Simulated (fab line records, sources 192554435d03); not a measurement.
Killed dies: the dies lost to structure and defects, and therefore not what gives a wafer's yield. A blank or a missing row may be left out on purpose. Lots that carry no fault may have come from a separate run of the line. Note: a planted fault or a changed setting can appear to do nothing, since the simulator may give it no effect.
Which tool was responsible?    flow n5-finfet    8 lots, 24 wafers sampled, at 7 steps of a route of 1938

WHAT EACH GAUGE READ, for each wafer
N5_BEOL_M0_SAQP_CD_MEAS_25: target cd 13.1 nm. Usual: 12.81 nm for cd-nm, sd 0.22.
lot   measured      on         cd-nm (nm)         flag
L979  day 5 22:42   cd-sem-01  12.78 12.96 12.58  
L990  day 8 17:39   cd-sem-01  12.59 12.37 12.61  
L993  day 9 12:38   cd-sem-01  12.75 12.76 12.72  
L994  day 9 15:20   cd-sem-03  13.06 12.80 12.69  
L995  day 9 23:47   cd-sem-01  12.50 13.06 12.44  
L997  day 10 09:31  cd-sem-02  12.65 13.02 13.10  
L100  day 10 23:09  cd-sem-01  12.77 12.63 12.89  
L101  day 11 11:39  cd-sem-02  12.78 13.33 13.13  

N5_BEOL_M4_RC_MEAS_101. Usual: DIBL_N 36.0 mV/V, standard deviation 1.9; DIBL_P 35.6 mV/V, standard deviation 2.2; IOFF_N 0.15 nA/um, standard deviation 0.031; IOFF_P 0.19 nA/um, standard deviation 0.032; ION_N 668 uA/um, standard deviation 11; ION_P 455 uA/um, standard deviation 7.2; SS_N 71.5 mV/dec, standard deviation 0.65; SS_P 73.4 mV/dec, standard deviation 0.64; VT_N 251 mV, standard deviation 3.6; VT_P -253 mV, standard deviation 3.3.
lot   measured      on         DIBL_N (mV/V)   DIBL_P (mV/V)   IOFF_N (nA/um)  IOFF_P (nA/um)  ION_N (uA/um)  ION_P (uA/um)  SS_N (mV/dec)   SS_P (mV/dec)   VT_N (mV)    VT_P (mV)       flag
L979  day 9 01:53   prober-02  35.0 35.1 36.2  34.2 34.4 36.1  0.11 0.12 0.13  0.14 0.14 0.16  661 658 669    445 444 453    72.1 71.0 71.8  72.7 72.9 73.5  258 254 252  -259 -256 -258  
L990  day 13 07:22  prober-01  38.7 37.5 37.1  37.3 35.6 35.4  0.17 0.15 0.15  0.22 0.19 0.18  674 672 659    461 454 446    71.9 72.2 71.0  74.7 73.6 73.3  250 251 256  -250 -251 -255  
L997  day 14 19:54  prober-01  37.3 36.7 38.7  36.5 35.3 39.4  0.17 0.15 0.21  0.20 0.18 0.25  679 665 686    457 451 462    71.4 72.2 72.4  73.6 72.7 73.9  247 250 243  -251 -253 -251  
L100  day 14 21:43  prober-02  33.1 34.7 34.6  33.5 35.8 37.0  0.11 0.13 0.14  0.13 0.16 0.17  662 666 665    444 443 449    70.6 71.6 71.9  72.9 73.6 74.3  259 255 252  -262 -262 -259  
L101  day 16 01:31  prober-01  34.9 34.3 37.0  33.6 33.6 36.7  0.13 0.12 0.16  0.17 0.18 0.24  671 653 684    460 451 469    71.2 70.9 71.4  73.1 73.2 74.6  250 254 248  -252 -253 -246  

WHICH TOOL RAN EACH LOT (tool, then ch and the chambers of the sampled wafers, then the start)
lot   N5_BEOL_M0_SAQP_RECESS_114          N5_BEOL_M0_SAQP_MANDREL_ETCH_103  N5_BEOL_M0_SAQP_ETCH_106           N5_BEOL_M0_SAQP_ETCH_107           N5_BEOL_M0_SAQP_SPACER2_ETCHBACK_27
L979  vapor-etch-02 ch 0,1, day 5 21:38   rie-si-03 ch 1,2, day 5 22:53     rie-diel-02 ch 1,2,3, day 5 23:25  rie-diel-02 ch 1,2,3, day 5 23:28  rie-diel-02 ch 1,2, day 6 00:25
L990  vapor-etch-01 ch 0, day 8 15:07     rie-si-03 ch 0,2,3, day 8 17:50   rie-diel-02 ch 0,3, day 8 18:21    rie-diel-02 ch 0,3, day 8 18:25    rie-diel-05 ch 1,2, day 8 19:26
L993  vapor-etch-01 ch 1, day 9 11:29     rie-si-04 ch 0,1,3, day 9 12:49   rie-diel-05 ch 2,3, day 9 13:21    rie-diel-05 ch 2,3, day 9 13:25    rie-diel-02 ch 1,2, day 9 14:52
L994  vapor-etch-02 ch 0,1, day 9 14:23   rie-si-03 ch 0,2,3, day 9 15:30   rie-diel-05 ch 1,2,3, day 9 16:04  rie-diel-05 ch 1,2,3, day 9 16:07  rie-diel-02 ch 0,1,2, day 9 16:53
L995  vapor-etch-01 ch 0,1, day 9 21:57   rie-si-04 ch 1,3, day 10 00:06    rie-diel-03 ch 2,3, day 10 00:38   rie-diel-03 ch 2,3, day 10 00:41   rie-diel-05 ch 0,1, day 10 01:29
L997  vapor-etch-01 ch 0,1, day 10 08:28  rie-si-06 ch 0,1,3, day 10 09:42  rie-diel-03 ch 0,3, day 10 10:14   rie-diel-03 ch 0,3, day 10 10:17   rie-diel-03 ch 0,3, day 10 11:16
L100  vapor-etch-02 ch 0,1, day 10 22:05  rie-si-06 ch 0,2,3, day 10 23:19  rie-diel-03 ch 0,3, day 10 23:56   rie-diel-03 ch 0,3, day 10 23:59   rie-diel-05 ch 0,2,3, day 11 00:51
L101  vapor-etch-02 ch 0,1, day 11 10:35  rie-si-06 ch 1,2,3, day 11 12:11  rie-diel-02 ch 1,2, day 11 12:58   rie-diel-02 ch 1,2, day 11 13:01   rie-diel-02 ch 1,2, day 11 13:59
- N5_BEOL_M0_SAQP_RECESS_114: chemistry HF/NH3, target SiO2, target depth 14.4 nm, afs cycles 3, sublimation time 60 s.
- N5_BEOL_M0_SAQP_MANDREL_ETCH_103: etches a-Si in HBr/Cl2, stops on SiCN, target depth 45 nm, bt time 10 s, time 27 s.
- N5_BEOL_M0_SAQP_ETCH_106: etches SOC in N2/H2, stops on SiNx, target depth 150 nm.
- N5_BEOL_M0_SAQP_ETCH_107: etches SiNx in CH3F/O2, target depth 30 nm.
- N5_BEOL_M0_SAQP_SPACER2_ETCHBACK_27: etches SiO2 in CHF3/O2, target depth 22.5 nm, time 11.25 s.

AS READ BY THE TOOLS THEMSELVES (means over the sampled wafers that have a number; for cases with no such wafer, the mark the record gives instead)
N5_BEOL_M0_SAQP_RECESS_114. Usual: drypump-motor-current-A 5.3 A, standard deviation 0.35; sublimation-temp-c 180.00 C, standard deviation 0.15.
lot   tool           drypump-motor-current-A (A)  sublimation-temp-c (C)  flag
L979  vapor-etch-02  5.6                          179.97                  
L990  vapor-etch-01  4.8                          179.86                  
L993  vapor-etch-01  5.4                          179.89                  
L994  vapor-etch-02  5.5                          180.04                  
L995  vapor-etch-01  5.2                          180.15                  
L997  vapor-etch-01  5.2                          179.88                  
L100  vapor-etch-02  5.5                          179.98                  
L101  vapor-etch-02  5.6                          179.91                  

N5_BEOL_M0_SAQP_MANDREL_ETCH_103. Usual: HBr_flow_sccm 149.9 sccm, standard deviation 0.47; bias-w 75.01 W, standard deviation 0.23; drypump-motor-current-A 6.0 A, standard deviation 0.42; oes-product-au 0.685 a.u., standard deviation 0.014; throttle-valve-pct 35.5 %, standard deviation 0.41.
lot   tool       HBr_flow_sccm (sccm)  bias-w (W)  drypump-motor-current-A (A)  oes-product-au (a.u.)  throttle-valve-pct (%)  flag
L979  rie-si-03  150.1                 74.99       6.5                          0.680                  35.3                    
L990  rie-si-03  149.9                 75.03       6.0                          0.683                  35.9                    
L993  rie-si-04  -                     -           -                            -                      -                       OFF
L994  rie-si-03  -                     -           -                            -                      -                       OFF
L995  rie-si-04  -                     -           -                            -                      -                       OFF
L997  rie-si-06  150.0                 74.94       6.0                          0.682                  35.2                    
L100  rie-si-06  149.8                 75.14       5.7                          0.679                  35.3                    
L101  rie-si-06  150.0                 75.06       5.9                          0.681                  35.3                    

N5_BEOL_M0_SAQP_ETCH_106. Usual: bias-w 61.03 W, standard deviation 0.21; chamber-pressure-mTorr 30.001 mTorr, standard deviation 0.028; drypump-motor-current-A 5.6 A, standard deviation 0.47; h2-flow-sccm 200.1 sccm, standard deviation 0.54; n2-flow-sccm 200.0 sccm, standard deviation 0.6; oes-product-au 0.75 a.u., standard deviation 0.074; rf-vpp-V 240.9 V, standard deviation 1.5; showerhead-plenum-p-Torr 2.54 Torr, standard deviation 0.1; throttle-valve-pct 17.66 %, standard deviation 0.15.
lot   tool         bias-w (W)  chamber-pressure-mTorr (mTorr)  drypump-motor-current-A (A)  h2-flow-sccm (sccm)  n2-flow-sccm (sccm)  oes-product-au (a.u.)  rf-vpp-V (V)  showerhead-plenum-p-Torr (Torr)  throttle-valve-pct (%)  flag
L979  rie-diel-02  60.88       29.996                          6.0                          200.1                200.1                0.75                   240.0         2.50                             17.67                   
L990  rie-diel-02  60.98       29.982                          5.3                          200.1                200.0                0.70                   240.7         2.54                             17.63                   
L993  rie-diel-05  61.08       30.009                          5.2                          200.3                200.0                0.26                   241.1         2.52                             17.64                   OFF
L994  rie-diel-05  60.95       30.013                          5.3                          199.9                199.9                0.28                   240.7         2.55                             17.57                   OFF
L995  rie-diel-03  61.14       29.996                          5.3                          200.1                199.8                0.29                   241.6         2.59                             17.67                   OFF
L997  rie-diel-03  60.89       30.020                          5.2                          200.3                200.6                0.77                   240.9         2.59                             17.69                   
L100  rie-diel-03  61.22       29.997                          5.2                          200.0                200.3                0.76                   241.9         2.59                             17.71                   
L101  rie-diel-02  61.03       30.023                          6.1                          200.0                200.2                0.73                   240.9         2.49                             17.80                   

N5_BEOL_M0_SAQP_ETCH_107. Usual: CH3F_flow_sccm 30.00 sccm, standard deviation 0.084; O2_flow_sccm 20.00 sccm, standard deviation 0.06; drypump-motor-current-A 5.6 A, standard deviation 0.47; oes-product-au 0.75 a.u., standard deviation 0.078; rf-vpp-V 301 V, standard deviation 3.5; showerhead-plenum-p-Torr 2.01 Torr, standard deviation 0.074; throttle-valve-pct 16.30 %, standard deviation 0.18.
lot   tool         CH3F_flow_sccm (sccm)  O2_flow_sccm (sccm)  drypump-motor-current-A (A)  oes-product-au (a.u.)  rf-vpp-V (V)  showerhead-plenum-p-Torr (Torr)  throttle-valve-pct (%)  flag
L979  rie-diel-02  30.10                  19.95                6.0                          0.76                   299           1.97                             16.31                   
L990  rie-diel-02  30.00                  20.04                5.3                          0.70                   301           2.00                             16.26                   
L993  rie-diel-05  29.94                  20.02                5.2                          0.68                   305           2.00                             16.45                   
L994  rie-diel-05  30.03                  19.95                5.3                          0.73                   305           2.03                             16.36                   
L995  rie-diel-03  30.04                  19.96                5.3                          0.77                   305           2.04                             16.24                   
L997  rie-diel-03  29.93                  20.01                5.2                          0.78                   306           2.04                             16.28                   
L100  rie-diel-03  30.04                  20.03                5.2                          0.78                   305           2.04                             16.29                   
L101  rie-diel-02  29.95                  20.02                6.1                          0.74                   300           1.97                             16.44                   

N5_BEOL_M0_SAQP_SPACER2_ETCHBACK_27. Usual: drypump-motor-current-A 5.5 A, standard deviation 0.44; oes-product-au 0.75 a.u., standard deviation 0.088; rf-vpp-V 532 V, standard deviation 6.7; showerhead-plenum-p-Torr 2.43 Torr, standard deviation 0.079; throttle-valve-pct 18.82 %, standard deviation 0.14.
lot   tool         drypump-motor-current-A (A)  oes-product-au (a.u.)  rf-vpp-V (V)  showerhead-plenum-p-Torr (Torr)  throttle-valve-pct (%)  flag
L979  rie-diel-02  5.9                          0.76                   529           2.43                             18.74                   
L990  rie-diel-05  5.5                          0.73                   536           2.37                             18.88                   
L993  rie-diel-02  5.9                          0.28                   529           2.42                             18.66                   OFF
L994  rie-diel-02  5.7                          0.28                   530           2.42                             18.67                   OFF
L995  rie-diel-05  5.5                          0.33                   531           2.49                             18.60                   OFF
L997  rie-diel-03  5.1                          0.75                   538           2.47                             18.85                   
L100  rie-diel-05  5.4                          0.88                   529           2.47                             18.77                   
L101  rie-diel-02  6.2                          0.73                   528           2.37                             18.95                   

THE ANSWER, worked out from the rows above alone
Rule: take the mean of a lot's wafers that have a number; if it is more than 3 standard deviations from the usual mean, the lot is off. Also off: a lot with no number at a reading for which 4 or more lots have one. The other lots that the step has rows for count as sound. First the gauges in route order, then the tools' own readings, where a lot's mean is used as printed above. The first step at which some lot is off is used, and at that step the reading that is off furthest; a lot without a number counts as furthest.
Off: L993, L994, L995, at N5_BEOL_M0_SAQP_MANDREL_ETCH_103 (HBr_flow_sccm). Without a number there: L993, L994, L995.
If a tool, at that step or one of the process steps before it, ran each lot that is off and ran no sound lot following the first of them, it fits. None of those tried fits.

WHAT THE SIMULATOR PUT IN
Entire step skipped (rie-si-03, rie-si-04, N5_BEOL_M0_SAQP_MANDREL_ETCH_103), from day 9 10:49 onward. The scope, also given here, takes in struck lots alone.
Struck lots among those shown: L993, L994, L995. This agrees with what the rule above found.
